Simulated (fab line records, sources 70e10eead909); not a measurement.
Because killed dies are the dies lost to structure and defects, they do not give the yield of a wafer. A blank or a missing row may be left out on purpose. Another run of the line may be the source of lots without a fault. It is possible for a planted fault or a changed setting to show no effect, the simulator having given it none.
What tool caused it? ; flow nandHarc ; 66 wafers from 22 lots sampled at 6 of the route's 1159 steps

WHAT THE GAUGES READ, wafer by wafer
The record lacks any reading of a measuring or inspecting step that a usual standard deviation could be used to judge.

WHAT TOOL EACH LOT RAN ON (gives the tool, then ch and the chambers of the sampled wafers, and finally the start)
lot;NHARC_A_STAIRCASE_TRIM_196;NHARC_A_STAIRCASE_TRIM_200;NHARC_A_STAIRCASE_DESCUM_219;NHARC_A_STAIRCASE_ETCH_221;NHARC_A_STAIRCASE_TRIM_222;NHARC_A_STAIRCASE_STRIP_254
L074;rieDiel-08 ch 0,1, day 11 05:55;rieDiel-08 ch 1,2,3, day 11 08:35 or earlier;rieDiel-08 ch 1,3, day 11 08:35;rieDiel-08 ch 1,2,3, day 11 13:02 or earlier;rieDiel-08 ch 1,2, day 11 13:02 or earlier;plasmaAsher-02 ch 0,1, day 11 13:02
L075;rieDiel-08 ch 0,1,3, day 11 06:09;rieDiel-08 ch 0,2,3, day 11 09:00 or earlier;rieDiel-08 ch 1,2, day 11 09:00;rieDiel-08 ch 2,3, day 11 13:59 or earlier;rieDiel-08 ch 0,1,3, day 11 13:59 or earlier;plasmaAsher-01 ch 0,1, day 11 13:59
L077;rieDiel-01 ch 0,2,3, day 11 08:43;rieDiel-01 ch 0,2,3, day 11 11:20 or earlier;rieDiel-03 ch 0,1,2, day 11 11:20;rieDiel-03 ch 0,2,3, day 11 15:26 or earlier;rieDiel-03 ch 0,1,2, day 11 15:26 or earlier;plasmaAsher-01 ch 0,1, day 11 15:26
L076;rieDiel-01 ch 0,1,3, day 11 16:37;rieDiel-01 ch 0,2, day 11 19:31 or earlier;rieDiel-08 ch 0,2,3, day 11 19:31;rieDiel-08 ch 0,2,3, day 11 23:38 or earlier;rieDiel-08 ch 0,1,3, day 11 23:38 or earlier;plasmaAsher-01 ch 0,1, day 11 23:38
L078;rieDiel-08 ch 0,2, day 11 19:16;rieDiel-08 ch 1,3, day 11 22:00 or earlier;rieDiel-08 ch 1,2,3, day 11 22:00;rieDiel-08 ch 1,2,3, day 12 01:55 or earlier;rieDiel-08 ch 0,1,3, day 12 01:55 or earlier;plasmaAsher-02 ch 0,1, day 12 01:55
L080;rieDiel-01 ch 0,2,3, day 12 18:12;rieDiel-01 ch 0,2,3, day 12 21:14 or earlier;rieDiel-08 ch 0,1,3, day 12 21:14;rieDiel-08 ch 0,1,3, day 13 02:32 or earlier;rieDiel-08 ch 0,1,2, day 13 02:32 or earlier;plasmaAsher-02 ch 0,1, day 13 02:32
L082;rieDiel-08 ch 0,1,2, day 13 03:17;rieDiel-08 ch 0,3, day 13 06:29 or earlier;rieDiel-03 ch 1,2,3, day 13 06:29;rieDiel-03 ch 0,2,3, day 13 12:00 or earlier;rieDiel-03 ch 0,2, day 13 12:00 or earlier;plasmaAsher-02 ch 0,1, day 13 12:00
L081;rieDiel-08 ch 0,2,3, day 13 03:40;rieDiel-08 ch 0,3, day 13 06:52 or earlier;rieDiel-01 ch 0,2,3, day 13 06:52;rieDiel-01 ch 0,3, day 13 11:00 or earlier;rieDiel-01 ch 0,1, day 13 11:00 or earlier;plasmaAsher-01 ch 0,1, day 13 11:00
L084;rieDiel-08 ch 0,1,2, day 13 09:25;rieDiel-08 ch 1,2,3, day 13 12:05 or earlier;rieDiel-08 ch 0,1,3, day 13 12:05;rieDiel-08 ch 0,1,2, day 13 16:02 or earlier;rieDiel-08 ch 1,2,3, day 13 16:02 or earlier;plasmaAsher-01 ch 0,1, day 13 16:02
L083;rieDiel-01 ch 1,2, day 13 09:26;rieDiel-01 ch 0,1,2, day 13 12:07 or earlier;rieDiel-01 ch 0,2,3, day 13 12:07;rieDiel-01 ch 1,3, day 13 16:43 or earlier;rieDiel-01 ch 1,2,3, day 13 16:43 or earlier;plasmaAsher-02 ch 0,1, day 13 16:43
L089;rieDiel-08 ch 0,1,3, day 14 05:35;rieDiel-08 ch 0,3, day 14 08:09 or earlier;rieDiel-03 ch 1,2, day 14 08:09;rieDiel-03 ch 1,2, day 14 12:18 or earlier;rieDiel-03 ch 0,1,2, day 14 12:18 or earlier;plasmaAsher-01 ch 0,1, day 14 12:18
L085;rieDiel-01 ch 0,1,3, day 14 06:20;rieDiel-01 ch 0,2,3, day 14 09:02 or earlier;rieDiel-08 ch 0,2,3, day 14 09:02;rieDiel-08 ch 0,1,2, day 14 13:12 or earlier;rieDiel-08 ch 0,2,3, day 14 13:12 or earlier;plasmaAsher-02 ch 0,1, day 14 13:12
L086;rieDiel-01 ch 0,2,3, day 14 09:41;rieDiel-01 ch 0,1, day 14 12:33 or earlier;rieDiel-03 ch 0,1,3, day 14 12:33;rieDiel-03 ch 0,1,2, day 14 16:29 or earlier;rieDiel-03 ch 0,3, day 14 16:29 or earlier;plasmaAsher-01 ch 1, day 14 16:29
L087;rieDiel-08 ch 0,1,3, day 14 12:10;rieDiel-08 ch 0,1, day 14 14:52 or earlier;rieDiel-08 ch 2,3, day 14 14:52;rieDiel-08 ch 2,3, day 14 18:59 or earlier;rieDiel-08 ch 0,3, day 14 18:59 or earlier;plasmaAsher-02 ch 0,1, day 14 18:59
L088;rieDiel-08 ch 0,3, day 14 15:44;rieDiel-08 ch 0,1,2, day 14 18:14 or earlier;rieDiel-03 ch 0,2, day 14 18:14;rieDiel-03 ch 1,2,3, day 14 22:06 or earlier;rieDiel-03 ch 1,2,3, day 14 22:06 or earlier;plasmaAsher-01 ch 0,1, day 14 22:06
L090;rieDiel-01 ch 1,2,3, day 15 00:45;rieDiel-01 ch 1,3, day 15 03:18 or earlier;rieDiel-03 ch 1,2,3, day 15 03:18;rieDiel-03 ch 2,3, day 15 08:01 or earlier;rieDiel-03 ch 1,2, day 15 08:01 or earlier;plasmaAsher-01 ch 0,1, day 15 08:01
L091;rieDiel-08 ch 0,2,3, day 15 05:44;rieDiel-08 ch 0,2,3, day 15 08:21 or earlier;rieDiel-03 ch 1,2,3, day 15 08:21;rieDiel-03 ch 0,2,3, day 15 12:24 or earlier;rieDiel-03 ch 0,1,3, day 15 12:24 or earlier;plasmaAsher-01 ch 0,1, day 15 12:24
L092;rieDiel-08 ch 0,1,2, day 15 15:08;rieDiel-08 ch 0,2,3, day 15 17:35 or earlier;rieDiel-03 ch 1,2,3, day 15 17:35;rieDiel-03 ch 1,2, day 15 22:01 or earlier;rieDiel-03 ch 1,2, day 15 22:01 or earlier;plasmaAsher-02 ch 0,1, day 15 22:01
L094;rieDiel-03 ch 0,1,2, day 15 16:55;rieDiel-03 ch 0,1,3, day 15 19:35 or earlier;rieDiel-08 ch 1,2,3, day 15 19:35;rieDiel-08 ch 0,1,3, day 16 04:07 or earlier;rieDiel-08 ch 0,1,3, day 16 04:07 or earlier;plasmaAsher-01 ch 0,1, day 16 04:07
L095;rieDiel-03 ch 1,2,3, day 16 02:09;rieDiel-03 ch 0,1,2, day 16 05:56 or earlier;rieDiel-03 ch 0,2,3, day 16 05:56;rieDiel-03 ch 2,3, day 16 10:41 or earlier;rieDiel-03 ch 1,3, day 16 10:41 or earlier;plasmaAsher-02 ch 0,1, day 16 10:41
L096;rieDiel-01 ch 0,1,2, day 16 02:53;rieDiel-01 ch 0,1,3, day 16 06:33 or earlier;rieDiel-01 ch 1,2,3, day 16 06:33;rieDiel-01 ch 0,1,3, day 16 10:56 or earlier;rieDiel-01 ch 0,1,2, day 16 10:56 or earlier;plasmaAsher-02 ch 0,1, day 16 10:56
L097;rieDiel-08 ch 0,1, day 17 02:10;rieDiel-08 ch 0,3, day 17 04:45 or earlier;rieDiel-01 ch 1,2,3, day 17 04:45;rieDiel-01 ch 0,1,2, day 17 09:24 or earlier;rieDiel-01 ch 0,2, day 17 09:24 or earlier;plasmaAsher-01 ch 0, day 17 09:24
- NHARC_A_STAIRCASE_TRIM_196: chemistry O2, time 211.2 s.
- NHARC_A_STAIRCASE_TRIM_200: chemistry O2, time 211.2 s.
- NHARC_A_STAIRCASE_DESCUM_219: chemistry O2, time 3 s.
- NHARC_A_STAIRCASE_ETCH_221: etches the open film in C4F8/O2, target depth 100 nm, time 40.5 s.
- NHARC_A_STAIRCASE_TRIM_222: chemistry O2, time 211.2 s.
- NHARC_A_STAIRCASE_STRIP_254: strips in O2.

WHAT THE TOOLS THEMSELVES READ (means of the sampled wafers that have a number; where no wafer has one, the mark that the record gives instead)
NHARC_A_STAIRCASE_TRIM_196.
lot;tool;drypumpMotorCurrentA (A);oesProductAu (a.u.);rfVppV (V);showerheadPlenumPTorr (Torr);throttleValvePct (%)
L074;rieDiel-08;6.1;1.019;58.0;3.47;17.037
L075;rieDiel-08;6.2;1.015;56.7;3.45;17.034
L077;rieDiel-01;5.7;0.992;57.4;3.57;17.036
L076;rieDiel-01;5.3;0.995;58.1;3.58;17.041
L078;rieDiel-08;6.2;1.002;58.7;3.57;17.037
L080;rieDiel-01;5.7;0.983;57.9;3.56;17.035
L082;rieDiel-08;6.2;1.014;57.8;3.51;17.039
L081;rieDiel-08;6.3;1.015;57.7;3.50;17.040
L084;rieDiel-08;6.2;1.011;58.4;3.51;17.028
L083;rieDiel-01;5.9;0.990;58.5;3.74;17.044
L089;rieDiel-08;6.3;1.017;57.0;3.44;17.033
L085;rieDiel-01;5.4;0.995;58.4;3.57;17.041
L086;rieDiel-01;5.7;1.008;57.2;3.55;17.037
L087;rieDiel-08;6.3;1.016;57.3;3.44;17.035
L088;rieDiel-08;6.4;1.022;58.1;3.42;17.035
L090;rieDiel-01;5.6;0.992;57.4;3.72;17.042
L091;rieDiel-08;6.3;1.024;57.1;3.49;17.030
L092;rieDiel-08;6.2;1.013;57.9;3.50;17.027
L094;rieDiel-03;5.6;1.004;58.2;3.54;17.032
L095;rieDiel-03;5.6;1.003;57.4;3.50;17.042
L096;rieDiel-01;5.8;0.997;58.7;3.76;17.046
L097;rieDiel-08;6.1;1.007;57.5;3.48;17.036

NHARC_A_STAIRCASE_TRIM_200.
lot;tool;drypumpMotorCurrentA (A);oesProductAu (a.u.);rfVppV (V);showerheadPlenumPTorr (Torr);throttleValvePct (%)
L074;rieDiel-08;6.3;1.012;58.0;3.47;17.043
L075;rieDiel-08;6.3;1.016;57.4;3.50;17.035
L077;rieDiel-01;5.8;0.990;58.2;3.56;17.033
L076;rieDiel-01;6.0;1.006;57.6;3.42;17.036
L078;rieDiel-08;6.2;1.006;57.1;3.41;17.039
L080;rieDiel-01;5.8;0.986;58.5;3.56;17.036
L082;rieDiel-08;6.3;1.018;58.5;3.48;17.038
L081;rieDiel-08;6.4;1.028;57.0;3.42;17.032
L084;rieDiel-08;6.3;1.021;57.7;3.46;17.048
L083;rieDiel-01;5.8;0.990;58.8;3.59;17.034
L089;rieDiel-08;6.3;1.021;57.5;3.48;17.042
L085;rieDiel-01;5.7;0.997;58.4;3.55;17.028
L086;rieDiel-01;5.7;0.995;57.8;3.43;17.034
L087;rieDiel-08;6.1;1.003;58.2;3.49;17.038
L088;rieDiel-08;6.2;1.005;57.5;3.51;17.040
L090;rieDiel-01;5.2;0.995;59.5;3.74;17.033
L091;rieDiel-08;6.3;1.012;57.9;3.49;17.031
L092;rieDiel-08;6.3;1.015;58.2;3.48;17.030
L094;rieDiel-03;5.7;1.002;57.3;3.50;17.046
L095;rieDiel-03;5.6;1.003;57.7;3.53;17.036
L096;rieDiel-01;5.4;0.991;58.2;3.74;17.038
L097;rieDiel-08;6.4;1.021;56.9;3.40;17.040

NHARC_A_STAIRCASE_DESCUM_219.
lot;tool;drypumpMotorCurrentA (A);oesProductAu (a.u.);rfVppV (V);showerheadPlenumPTorr (Torr);throttleValvePct (%)
L074;rieDiel-08;6.2;1.015;57.8;1.85;11.313
L075;rieDiel-08;6.1;1.000;57.4;1.89;11.309
L077;rieDiel-03;5.6;1.015;57.2;1.93;11.321
L076;rieDiel-08;6.3;1.014;57.9;1.90;11.313
L078;rieDiel-08;6.3;1.004;57.5;1.88;11.318
L080;rieDiel-08;6.2;1.030;58.3;1.86;11.312
L082;rieDiel-03;5.6;0.998;58.3;1.90;11.308
L081;rieDiel-01;5.7;0.987;57.5;1.93;11.312
L084;rieDiel-08;6.3;1.025;57.8;1.86;11.316
L083;rieDiel-01;5.8;0.998;58.4;1.93;11.306
L089;rieDiel-03;5.6;1.010;57.5;1.89;11.312
L085;rieDiel-08;6.3;1.027;57.8;1.89;11.303
L086;rieDiel-03;5.7;0.992;58.1;1.90;11.314
L087;rieDiel-08;6.4;1.031;57.8;1.86;11.300
L088;rieDiel-03;5.6;1.001;57.9;1.96;11.306
L090;rieDiel-03;5.6;0.996;57.9;1.90;11.321
L091;rieDiel-03;5.6;0.984;58.0;1.90;11.317
L092;rieDiel-03;5.6;1.001;57.6;1.90;11.314
L094;rieDiel-08;6.2;1.017;57.4;1.87;11.315
L095;rieDiel-03;5.6;1.005;57.8;1.93;11.316
L096;rieDiel-01;5.5;0.993;58.4;2.02;11.311
L097;rieDiel-01;5.5;0.985;57.6;2.02;11.317

NHARC_A_STAIRCASE_ETCH_221.
lot;tool;biasW (W);oesProductAu (a.u.);rfFwdPowerW (W);rfVppV (V)
L074;rieDiel-08;1000.2;0.961;592.9;894
L075;rieDiel-08;999.7;0.947;587.7;893
L077;rieDiel-03;1000.5;0.929;591.6;899
L076;rieDiel-08;1000.1;0.943;591.5;895
L078;rieDiel-08;1002.2;0.974;592.9;894
L080;rieDiel-08;998.4;0.944;593.5;893
L082;rieDiel-03;1000.0;0.959;591.4;898
L081;rieDiel-01;999.1;0.936;593.0;891
L084;rieDiel-08;1000.8;0.951;593.4;896
L083;rieDiel-01;1000.4;0.917;594.9;904
L089;rieDiel-03;1003.6;0.936;593.9;896
L085;rieDiel-08;998.7;0.967;593.3;894
L086;rieDiel-03;1001.5;0.929;592.5;896
L087;rieDiel-08;997.6;0.971;588.7;892
L088;rieDiel-03;1001.1;0.949;595.1;895
L090;rieDiel-03;1002.2;0.944;591.5;895
L091;rieDiel-03;1002.0;0.959;593.4;897
L092;rieDiel-03;999.2;0.920;594.2;893
L094;rieDiel-08;1001.4;0.945;591.7;892
L095;rieDiel-03;1000.6;0.944;593.9;895
L096;rieDiel-01;998.6;0.948;593.0;903
L097;rieDiel-01;1000.1;0.934;594.5;904

NHARC_A_STAIRCASE_TRIM_222.
lot;tool;drypumpMotorCurrentA (A);oesProductAu (a.u.);rfVppV (V);showerheadPlenumPTorr (Torr);throttleValvePct (%)
L074;rieDiel-08;6.1;1.010;57.1;3.48;17.035
L075;rieDiel-08;6.2;1.024;57.4;3.45;17.029
L077;rieDiel-03;5.6;1.012;58.3;3.56;17.031
L076;rieDiel-08;6.2;1.017;56.5;3.45;17.028
L078;rieDiel-08;6.3;1.023;58.3;3.45;17.043
L080;rieDiel-08;6.2;1.014;58.2;3.52;17.031
L082;rieDiel-03;5.6;1.013;58.2;3.60;17.037
L081;rieDiel-01;5.4;0.994;58.7;3.61;17.037
L084;rieDiel-08;6.3;1.013;57.1;3.46;17.036
L083;rieDiel-01;5.5;0.989;57.8;3.73;17.040
L089;rieDiel-03;5.6;1.007;57.0;3.54;17.033
L085;rieDiel-08;6.3;1.031;57.8;3.49;17.037
L086;rieDiel-03;5.7;1.001;58.1;3.55;17.037
L087;rieDiel-08;6.3;1.024;57.9;3.47;17.037
L088;rieDiel-03;5.6;0.997;57.7;3.50;17.032
L090;rieDiel-03;5.6;0.999;57.3;3.48;17.049
L091;rieDiel-03;5.6;1.001;59.5;3.50;17.033
L092;rieDiel-03;5.6;0.996;57.4;3.48;17.028
L094;rieDiel-08;6.3;1.011;58.7;3.43;17.030
L095;rieDiel-03;5.6;0.991;57.5;3.46;17.041
L096;rieDiel-01;5.8;0.985;58.5;3.76;17.038
L097;rieDiel-01;6.2;0.981;58.7;3.73;17.038

NHARC_A_STAIRCASE_STRIP_254.
lot;tool;drypumpMotorCurrentA (A);heaterPowerW (W)
L074;plasmaAsher-02;5.56;364
L075;plasmaAsher-01;5.63;370
L077;plasmaAsher-01;5.50;327
L076;plasmaAsher-01;5.53;330
L078;plasmaAsher-02;5.80;337
L080;plasmaAsher-02;5.56;358
L082;plasmaAsher-02;5.58;363
L081;plasmaAsher-01;5.63;356
L084;plasmaAsher-01;5.63;349
L083;plasmaAsher-02;5.78;338
L089;plasmaAsher-01;5.48;317
L085;plasmaAsher-02;5.79;339
L086;plasmaAsher-01;5.35;289
L087;plasmaAsher-02;5.79;331
L088;plasmaAsher-01;5.50;321
L090;plasmaAsher-01;5.53;323
L091;plasmaAsher-01;5.49;323
L092;plasmaAsher-02;5.79;336
L094;plasmaAsher-01;5.48;317
L095;plasmaAsher-02;5.57;384
L096;plasmaAsher-02;5.79;362
L097;plasmaAsher-01;5.74;388

THE ANSWER, worked out from the rows above alone
Rule: the lots themselves supply what counts as usual. Put in order of their means at a reading, lots are off if they are a third of the lots or fewer, leave a main group of 4 or more, and stand apart from it by a gap of 3 or more times the standard deviation of the main group's means; of several such gaps the widest counts. Not used: any main group whose means are identical at the precision the tables above print for the reading. Also off: a lot with no number at a reading for which 4 or more lots have one. All remaining lots with rows at the step are treated as sound. The gauges are gone through in route order, then the tools' own readings, and for those a lot's mean is taken as printed above. At the first step where some lot is off, the reading lying furthest off is the one used; lots without a number count as furthest.
Nothing can be told from this: no lot is off at any reading shown.

WHAT THE SIMULATOR PUT IN
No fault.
